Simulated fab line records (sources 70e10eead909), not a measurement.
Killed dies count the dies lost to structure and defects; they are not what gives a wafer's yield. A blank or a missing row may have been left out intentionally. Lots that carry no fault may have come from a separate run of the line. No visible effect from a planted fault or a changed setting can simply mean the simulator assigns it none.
fab line records | flow nandHarc | part 2 of 2: steps 5 to 6 of 6
record lots=21 | wafers=63 | lastDay=33
route steps=1302 shown A_STAIRCASE@813 A_SGD_CUT@890
lots with no fault: from the same line, run without faults
startH: start of the lot's first displayed wafer, in hours after the record's first day | waitH: hours elapsed since this lot's preceding step | " as in the row above | L1.1+2: a row that stands for several wafers | - no value, or no start was given | * or withheld: withheld | < > ~ a bound
route shown NAME@n: NAME is a module with steps in the file, n the number in the route of the first one | usual: average and standard deviation across the fault-free wafers | same: alike in all rows | chamber/n: place in a boat | sites: readings site by site | _std_site: the standard deviation of these | _edge_site: mean of outer sites minus mean of inner sites | radiusMm: for every site, how far away it sits from the centre of the wafer | mask NAME#n: copy n | behind: tool/chamber where the wafer was last shaped | hold: reason for holding the lot/hours on hold/outcome of the hold | device: which transistor (n, p or np) failed to switch | end of line: tests run on the same wafers once the route is complete | a step with no rows: only its recipe | killed: not the wafer's yield, but the dies lost to structure and defects at the first sort | map: per-die view of a wafer (x killed, . not killed, _ where there is no die)
set.NAME: the setting the step ran with; set.NAME@STEP: the setting that earlier step ran with | model.NAME: the simulator's own value behind a step, which no gauge read
one table for each step of the route and one row for each wafer, over a sample of lots
services: a tool's chamber out of use, with start hour (startH, from the record's first day; less than 0 if before it), hours out, and reason
## steps
# step NHARC_A_SGD_CUT_DESCUM_14
# recipe timeS=3 | o2FlowSccm=200 | arFlowSccm=0 | biasPowerW=0 | chemistry=O2
# usual drypumpMotorCurrentA=5.9/0.52 | mfcArSccm=0.013/0.015 | oesProductAu=0.997/0.0098 | rfVppV=57.8/0.83 | showerheadPlenumPTorr=1.88/0.069 | throttleValvePct=11.311/0.0099
lot.wafer | tool       | chamber | startH | waitH | drypumpMotorCurrentA | mfcArSccm | oesProductAu | rfHoursCounterH | rfVppV | showerheadPlenumPTorr | throttleValvePct
L074.1    | rieDiel-06 | 3       | 447.98 | 0.1   | 4.9                  | 0.040     | 1.004        | 8               | 58.0   | 1.79                  | 11.327
L074.2    | "          | 1       | "      | "     | 6.2                  | 0         | 0.995        | 7               | 57.2   | 1.78                  | 11.319
L074.5    | "          | 2       | "      | "     | 6.0                  | 0         | 1.013        | -               | 58.2   | 1.88                  | 11.301
L075.1    | rieDiel-05 | 0       | 448.16 | 0.1   | 6.0                  | 0         | 1.011        | 2               | 57.3   | 1.93                  | 11.307
L075.4    | "          | 2       | "      | "     | 6.4                  | 0.008     | 1.000        | 2               | 57.9   | 1.99                  | 11.298
L075.6    | "          | 0       | "      | "     | 5.9                  | 0         | 1.011        | -               | 58.5   | 1.93                  | 11.322
L078.1    | rieDiel-06 | 2       | 464.54 | 0.1   | 6.0                  | 0         | 1.007        | 9               | 58.4   | 1.88                  | 11.315
L078.2    | "          | 0       | "      | "     | 6.8                  | 0         | 0.991        | 10              | 57.3   | 1.83                  | 11.297
L078.6    | "          | 1       | "      | "     | 6.2                  | 0         | 0.987        | -               | 56.8   | 1.78                  | 11.307
L076.4    | rieDiel-08 | 2       | 464.80 | 0.1   | 5.9                  | 0         | 0.998        | 6               | 58.2   | 1.88                  | 11.343
L076.3    | "          | 3       | "      | "     | 5.7                  | 0         | 0.979        | 6               | 58.0   | 1.97                  | 11.308
L076.2    | "          | 0       | "      | "     | 5.1                  | 0.038     | 1.005        | 7               | 57.4   | 1.86                  | 11.311
L077.2    | rieDiel-05 | 0       | 471.62 | 0.1   | 5.9                  | 0         | 1.012        | 4               | 58.8   | 1.93                  | 11.311
L077.3    | "          | 1       | "      | "     | 6.0                  | 0.027     | 0.985        | 3               | 57.5   | 1.85                  | 11.298
L077.1    | "          | 2       | "      | "     | 6.4                  | 0.008     | 1.013        | 3               | 58.2   | 1.99                  | 11.328
L081.1    | rieDiel-05 | 0       | 511.53 | 0.1   | 6.0                  | 0         | 1.005        | 5               | 57.6   | 1.93                  | 11.324
L081.3    | "          | 2       | "      | "     | 6.4                  | 0.008     | 1.006        | 5               | 56.9   | 1.99                  | 11.313
L081.5    | "          | 0       | "      | "     | 6.0                  | 0         | 0.996        | -               | 57.0   | 1.93                  | 11.316
L080.1    | rieDiel-06 | 2       | 511.75 | 0.1   | 6.0                  | 0         | 1.007        | 1               | 57.4   | 1.88                  | 11.310
L080.2    | "          | 0       | "      | "     | 6.8                  | 0         | 0.992        | 1               | 57.8   | 1.83                  | 11.302
L080.4    | "          | 1       | "      | "     | 6.3                  | 0         | 0.976        | 1               | 57.1   | 1.78                  | 11.289
L082.2    | rieDiel-06 | 1       | 531.69 | 0.1   | 6.3                  | 0         | 0.990        | 2               | 57.6   | 1.78                  | 11.327
L082.4    | "          | 2       | "      | "     | 6.0                  | 0         | 1.007        | 2               | 58.0   | 1.88                  | 11.322
L082.5    | "          | 2       | "      | "     | 6.0                  | 0         | 1.013        | -               | 58.5   | 1.88                  | 11.313
L084.4    | rieDiel-05 | 3       | 544.22 | 0.1   | 6.1                  | 0.021     | 0.999        | 6               | 58.8   | 1.98                  | 11.315
L084.1    | "          | 0       | "      | "     | 6.0                  | 0         | 1.017        | 7               | 56.5   | 1.93                  | 11.313
L084.6    | "          | 2       | "      | "     | 6.4                  | 0.008     | 1.006        | -               | 57.3   | 1.99                  | 11.311
L087.2    | rieDiel-08 | 0       | 557.50 | 0.1   | 5.1                  | 0.038     | 0.989        | 0               | 57.6   | 1.86                  | 11.302
L087.6    | "          | 2       | "      | "     | 5.9                  | 0         | 0.990        | -               | 59.0   | 1.88                  | 11.327
L087.5    | "          | 3       | "      | "     | 5.7                  | 0         | 0.996        | -               | 59.6   | 1.97                  | 11.311
L085.2    | rieDiel-06 | 3       | 557.96 | 0.1   | 4.9                  | 0.040     | 0.996        | 4               | 58.2   | 1.79                  | 11.298
L085.1    | "          | 0       | "      | "     | 6.8                  | 0         | 0.991        | 4               | 58.1   | 1.83                  | 11.312
L085.5    | "          | 2       | "      | "     | 6.0                  | 0         | 1.017        | -               | 57.4   | 1.87                  | 11.321
L086.1    | rieDiel-08 | 2       | 562.26 | 0.1   | 6.0                  | 0         | 0.991        | 0               | 56.9   | 1.88                  | 11.300
L086.2    | "          | 3       | "      | "     | 5.7                  | 0         | 0.998        | 0               | 58.9   | 1.97                  | 11.302
L086.5    | "          | 2       | "      | "     | 5.9                  | 0         | 0.993        | -               | 58.2   | 1.88                  | 11.316
L088.3    | rieDiel-06 | 0       | 578.90 | 0.1   | 6.8                  | 0         | 0.991        | 6               | 57.5   | 1.83                  | 11.324
L088.5    | "          | 3       | "      | "     | 4.9                  | 0.040     | 1.001        | -               | 55.4   | 1.79                  | 11.324
L088.6    | "          | 0       | "      | "     | 6.8                  | 0         | 0.990        | -               | 58.7   | 1.83                  | 11.315
L089.4    | rieDiel-08 | 3       | 586.45 | 0.1   | 5.7                  | 0         | 0.988        | 4               | 59.2   | 1.97                  | 11.317
L089.2    | "          | 1       | "      | "     | 6.5                  | 0.013     | 0.989        | 4               | 58.3   | 1.83                  | 11.310
L089.5    | "          | 3       | "      | "     | 5.7                  | 0         | 0.984        | -               | 58.5   | 1.97                  | 11.299
L090.2    | rieDiel-05 | 0       | 610.77 | 0.1   | 6.0                  | 0         | 0.986        | 0               | 58.4   | 1.93                  | 11.303
L090.5    | "          | 2       | "      | "     | 6.4                  | 0.008     | 1.010        | -               | 59.2   | 1.99                  | 11.311
L090.6    | "          | 3       | "      | "     | 6.1                  | 0.021     | 1.003        | -               | 59.0   | 1.98                  | 11.323
L092.4    | rieDiel-08 | 1       | 613.71 | 0.1   | 6.5                  | 0.013     | 1.010        | 7               | 57.3   | 1.83                  | 11.327
L092.1    | "          | 3       | "      | "     | 5.7                  | 0         | 1.006        | 6               | 58.5   | 1.97                  | 11.326
L092.6    | "          | 2       | "      | "     | 5.9                  | 0         | 0.998        | -               | 59.0   | 1.87                  | 11.314
L093.4    | rieDiel-08 | 2       | 640.30 | 0.1   | 5.9                  | 0         | 0.980        | 8               | 57.9   | 1.87                  | 11.321
L093.5    | "          | 0       | "      | "     | 5.0                  | 0.038     | 1.003        | -               | 57.0   | 1.85                  | 11.304
L093.6    | "          | 1       | "      | "     | 6.5                  | 0.013     | 1.005        | -               | 56.7   | 1.83                  | 11.307
L095.4    | rieDiel-06 | 3       | 647.06 | 0.1   | 4.9                  | 0.040     | 0.991        | 10              | 58.5   | 1.79                  | 11.322
L095.3    | "          | 0       | "      | "     | 6.8                  | 0         | 0.986        | 10              | 57.9   | 1.83                  | 11.324
L095.5    | "          | 0       | "      | "     | 6.8                  | 0         | 0.991        | -               | 57.0   | 1.83                  | 11.309
L094.1    | rieDiel-05 | 2       | 647.26 | 0.1   | 6.4                  | 0.008     | 1.007        | 2               | 58.4   | 1.99                  | 11.310
L094.3    | "          | 1       | "      | "     | 6.0                  | 0.027     | 0.995        | 1               | 58.0   | 1.85                  | 11.309
L094.6    | "          | 3       | "      | "     | 6.1                  | 0.021     | 1.004        | -               | 58.1   | 1.98                  | 11.298
L097.3    | rieDiel-05 | 3       | 662.29 | 0.1   | 6.1                  | 0.021     | 0.997        | 3               | 58.4   | 1.98                  | 11.316
L097.4    | "          | 0       | "      | "     | 6.0                  | 0         | 0.990        | 3               | 56.8   | 1.93                  | 11.322
L097.6    | "          | 2       | "      | "     | 6.3                  | 0.008     | 1.007        | -               | 57.6   | 1.99                  | 11.306
L096.1    | rieDiel-08 | 0       | 662.58 | 0.1   | 5.0                  | 0.038     | 1.001        | 11              | 58.2   | 1.85                  | 11.311
L096.4    | "          | 1       | "      | "     | 6.5                  | 0.013     | 0.999        | 11              | 57.3   | 1.83                  | 11.301
L096.6    | "          | 0       | "      | "     | 5.0                  | 0.038     | 0.998        | -               | 58.3   | 1.85                  | 11.296
# step NHARC_A_SGD_CUT_ETCH_59
# recipe targetDepthA=2600 | overEtchFrac=0.25 | timeS=406.25 | ionEnergyEv=200 | n2FlowSccm=150 | h2FlowSccm=150 | arFlowSccm=0 | rfW=400 | biasW=150 | chemistry=N2/H2
# usual drypumpMotorCurrentA=6.0/0.52 | h2FlowSccm=150.0/0.46 | mfcArSccm=0.012/0.015 | oesProductAu=0.997/0.01 | rfVppV=429.4/2.3 | showerheadPlenumPTorr=2.00/0.074 | throttleValvePct=14.170/0.0088
lot.wafer | tool       | chamber | startH | waitH | drypumpMotorCurrentA | h2FlowSccm | mfcArSccm | oesProductAu | rfHoursCounterH | rfVppV | showerheadPlenumPTorr | throttleValvePct
L074.2    | rieDiel-06 | 0       | -      | -     | 6.8                  | 150.2      | 0         | 0.989        | 8               | 427.4  | 1.95                  | 14.167
L074.1    | "          | 2       | "      | "     | 6.0                  | 149.8      | 0         | 1.009        | 7               | 429.6  | 2.00                  | 14.172
L074.5    | "          | 3       | "      | "     | 4.9                  | 149.5      | 0.040     | 1.009        | -               | 427.7  | 1.91                  | 14.170
L075.4    | rieDiel-05 | 3       | -      | -     | 6.1                  | 150.6      | 0.021     | 1.008        | 2               | 432.8  | 2.12                  | 14.170
L075.1    | "          | 1       | "      | "     | 6.0                  | 149.8      | 0.027     | 0.989        | 2               | 428.9  | 1.97                  | 14.149
L075.6    | "          | 0       | "      | "     | 6.0                  | 149.5      | 0         | 1.008        | -               | 431.1  | 2.06                  | 14.161
L078.1    | rieDiel-06 | 0       | -      | -     | 6.8                  | 149.1      | 0         | 0.992        | 10              | 427.6  | 1.95                  | 14.175
L078.2    | "          | 2       | "      | "     | 6.0                  | 151.2      | 0         | 1.011        | 9               | 428.8  | 2.00                  | 14.176
L078.6    | "          | 1       | "      | "     | 6.2                  | 149.8      | 0         | 0.994        | -               | 426.6  | 1.89                  | 14.174
L076.4    | rieDiel-08 | 3       | -      | -     | 5.7                  | 149.8      | 0         | 0.987        | 6               | 432.1  | 2.10                  | 14.171
L076.2    | "          | 1       | "      | "     | 6.5                  | 150.0      | 0.013     | 0.985        | 6               | 428.1  | 1.95                  | 14.165
L076.3    | "          | 2       | "      | "     | 5.9                  | 150.4      | 0         | 1.005        | 6               | 428.6  | 2.00                  | 14.176
L077.2    | rieDiel-05 | 3       | -      | -     | 6.2                  | 149.4      | 0.021     | 1.000        | 4               | 431.5  | 2.12                  | 14.173
L077.3    | "          | 1       | "      | "     | 6.0                  | 150.1      | 0.027     | 0.974        | 3               | 428.9  | 1.97                  | 14.166
L077.1    | "          | 2       | "      | "     | 6.4                  | 150.2      | 0.008     | 1.012        | 3               | 433.1  | 2.12                  | 14.164
L081.1    | rieDiel-05 | 0       | -      | -     | 5.9                  | 150.5      | 0         | 1.003        | 5               | 431.1  | 2.06                  | 14.176
L081.3    | "          | 2       | "      | "     | 6.4                  | 149.9      | 0.008     | 1.012        | 5               | 433.4  | 2.12                  | 14.155
L081.5    | "          | 2       | "      | "     | 6.3                  | 150.3      | 0.008     | 1.000        | -               | 432.6  | 2.12                  | 14.184
L080.4    | rieDiel-06 | 0       | -      | -     | 6.8                  | 150.1      | 0         | 0.986        | 1               | 426.9  | 1.95                  | 14.182
L080.2    | "          | 1       | "      | "     | 6.2                  | 149.7      | 0         | 0.989        | 1               | 426.2  | 1.89                  | 14.176
L080.1    | "          | 2       | "      | "     | 6.0                  | 149.4      | 0         | 1.003        | 1               | 429.3  | 2.00                  | 14.185
L082.2    | rieDiel-06 | 2       | -      | -     | 6.0                  | 150.4      | 0         | 1.018        | 2               | 428.7  | 2.00                  | 14.179
L082.4    | "          | 3       | "      | "     | 4.9                  | 149.8      | 0.040     | 0.995        | 3               | 426.5  | 1.91                  | 14.158
L082.5    | "          | 1       | "      | "     | 6.3                  | 150.3      | 0         | 0.992        | -               | 426.1  | 1.89                  | 14.178
L084.1    | rieDiel-05 | 1       | -      | -     | 6.0                  | 150.2      | 0.027     | 1.004        | 5               | 427.6  | 1.97                  | 14.172
L084.4    | "          | 3       | "      | "     | 6.1                  | 150.2      | 0.021     | 0.983        | 6               | 433.2  | 2.11                  | 14.159
L084.6    | "          | 0       | "      | "     | 6.0                  | 150.4      | 0         | 1.004        | -               | 430.2  | 2.06                  | 14.167
L087.2    | rieDiel-08 | 3       | -      | -     | 5.7                  | 150.4      | 0         | 0.988        | 0               | 431.9  | 2.10                  | 14.156
L087.6    | "          | 0       | "      | "     | 5.0                  | 151.2      | 0.038     | 0.981        | -               | 427.6  | 1.98                  | 14.165
L087.5    | "          | 1       | "      | "     | 6.5                  | 150.2      | 0.013     | 0.992        | -               | 426.9  | 1.95                  | 14.175
L085.1    | rieDiel-06 | 1       | -      | -     | 6.3                  | 149.6      | 0         | 0.989        | 4               | 425.5  | 1.89                  | 14.156
L085.2    | "          | 2       | "      | "     | 6.0                  | 150.8      | 0         | 1.015        | 5               | 430.3  | 2.00                  | 14.160
L085.5    | "          | 0       | "      | "     | 6.8                  | 150.5      | 0         | 0.996        | -               | 427.1  | 1.94                  | 14.178
L086.1    | rieDiel-08 | 0       | -      | -     | 5.0                  | 149.6      | 0.038     | 0.992        | 1               | 428.8  | 1.98                  | 14.174
L086.2    | "          | 3       | "      | "     | 5.7                  | 150.7      | 0         | 0.995        | 0               | 433.5  | 2.10                  | 14.171
L086.5    | "          | 0       | "      | "     | 5.0                  | 149.2      | 0.038     | 0.992        | -               | 429.6  | 1.98                  | 14.174
L088.3    | rieDiel-06 | 2       | -      | -     | 6.0                  | 149.7      | 0         | 1.006        | 6               | 428.9  | 2.00                  | 14.167
L088.5    | "          | 1       | "      | "     | 6.2                  | 149.4      | 0         | 0.979        | -               | 426.3  | 1.89                  | 14.167
L088.6    | "          | 2       | "      | "     | 6.0                  | 149.3      | 0         | 1.010        | -               | 430.0  | 2.00                  | 14.184
L089.4    | rieDiel-08 | 2       | -      | -     | 5.9                  | 149.9      | 0         | 0.988        | 4               | 428.8  | 2.00                  | 14.160
L089.2    | "          | 3       | "      | "     | 5.7                  | 150.4      | 0         | 0.999        | 4               | 432.6  | 2.10                  | 14.172
L089.5    | "          | 1       | "      | "     | 6.5                  | 149.9      | 0.013     | 1.006        | -               | 427.0  | 1.95                  | 14.190
L090.2    | rieDiel-05 | 1       | -      | -     | 6.0                  | 149.3      | 0.027     | 0.994        | 0               | 428.5  | 1.97                  | 14.161
L090.5    | "          | 2       | "      | "     | 6.4                  | 149.9      | 0.008     | 0.999        | -               | 431.8  | 2.12                  | 14.152
L090.6    | "          | 3       | "      | "     | 6.1                  | 151.0      | 0.021     | 0.998        | -               | 433.7  | 2.11                  | 14.173
L092.4    | rieDiel-08 | 3       | -      | -     | 5.7                  | 150.3      | 0         | 0.990        | 6               | 433.2  | 2.10                  | 14.165
L092.1    | "          | 1       | "      | "     | 6.5                  | 150.0      | 0.013     | 0.982        | 7               | 428.0  | 1.95                  | 14.193
L092.6    | "          | 3       | "      | "     | 5.7                  | 149.9      | 0         | 0.998        | -               | 431.9  | 2.10                  | 14.166
L093.4    | rieDiel-08 | 2       | -      | -     | 5.9                  | 150.0      | 0         | 0.990        | 8               | 428.1  | 2.00                  | 14.168
L093.6    | "          | 0       | "      | "     | 5.0                  | 150.2      | 0.038     | 1.001        | -               | 429.3  | 1.97                  | 14.170
L093.5    | "          | 1       | "      | "     | 6.5                  | 150.2      | 0.013     | 0.997        | -               | 426.6  | 1.95                  | 14.180
L095.4    | rieDiel-06 | 0       | -      | -     | 6.8                  | 149.8      | 0         | 0.988        | 10              | 428.3  | 1.94                  | 14.171
L095.3    | "          | 1       | "      | "     | 6.3                  | 150.8      | 0         | 0.998        | 9               | 426.2  | 1.89                  | 14.164
L095.5    | "          | 0       | "      | "     | 6.8                  | 149.9      | 0         | 0.985        | -               | 427.5  | 1.94                  | 14.173
L094.1    | rieDiel-05 | 0       | -      | -     | 6.0                  | 149.7      | 0         | 1.007        | 2               | 432.8  | 2.05                  | 14.154
L094.3    | "          | 2       | "      | "     | 6.4                  | 150.2      | 0.008     | 1.019        | 2               | 433.8  | 2.12                  | 14.173
L094.6    | "          | 0       | "      | "     | 6.0                  | 150.6      | 0         | 0.997        | -               | 430.0  | 2.05                  | 14.159
L097.3    | rieDiel-05 | 2       | -      | -     | 6.3                  | 151.0      | 0.008     | 1.013        | 2               | 433.5  | 2.12                  | 14.191
L097.4    | "          | 3       | "      | "     | 6.2                  | 150.0      | 0.021     | 1.017        | 3               | 431.1  | 2.11                  | 14.178
L097.6    | "          | 0       | "      | "     | 6.0                  | 149.6      | 0         | 0.990        | -               | 430.3  | 2.05                  | 14.154
L096.1    | rieDiel-08 | 3       | -      | -     | 5.7                  | 150.5      | 0         | 0.992        | 11              | 432.0  | 2.10                  | 14.181
L096.4    | "          | 0       | "      | "     | 5.1                  | 149.4      | 0.038     | 0.995        | 11              | 428.5  | 1.97                  | 14.191
L096.6    | "          | 2       | "      | "     | 6.0                  | 150.5      | 0         | 0.985        | -               | 430.1  | 2.00                  | 14.167
## services
tool           | chamber | startH | hours | kind
rieDiel-08     | -       | 367.80 | 9.0   | pm
rieDiel-03     | 2       | 369.93 | 12.0  | repair
rieDiel-03     | 3       | 370.39 | 2.1   | repair
rieDiel-03     | -       | 395.41 | 1.0   | repair
rieDiel-03     | 1       | 403.32 | 2.8   | repair
rieDiel-05     | -       | 406.60 | 9.0   | pm
rieDiel-03     | 3       | 408.20 | 4.4   | repair
rieDiel-06     | 1       | 420.84 | 8.7   | repair
rieDiel-08     | -       | 437.90 | 0.5   | repair
rieDiel-03     | -       | 459.60 | 9.0   | pm
rieDiel-05     | 0       | 469.44 | 1.8   | repair
rieDiel-08     | 3       | 476.53 | 3.3   | repair
rieDiel-06     | -       | 484.20 | 9.0   | pm
rieDiel-08     | 0       | 493.65 | 13.9  | repair
rieDiel-08     | 3       | 493.83 | 15.8  | repair
rieDiel-05     | 1       | 503.06 | 17.5  | repair
plasmaAsher-01 | -       | 519.51 | 9.0   | pm
rieDiel-08     | -       | 544.80 | 9.0   | pm
rieDiel-06     | 1       | 568.69 | 5.0   | repair
rieDiel-06     | 3       | 581.97 | 6.5   | repair
rieDiel-05     | -       | 583.60 | 9.0   | pm
rieDiel-03     | -       | 628.03 | 1.5   | repair
rieDiel-08     | 2       | 628.38 | 5.5   | repair
rieDiel-03     | -       | 636.60 | 9.0   | pm
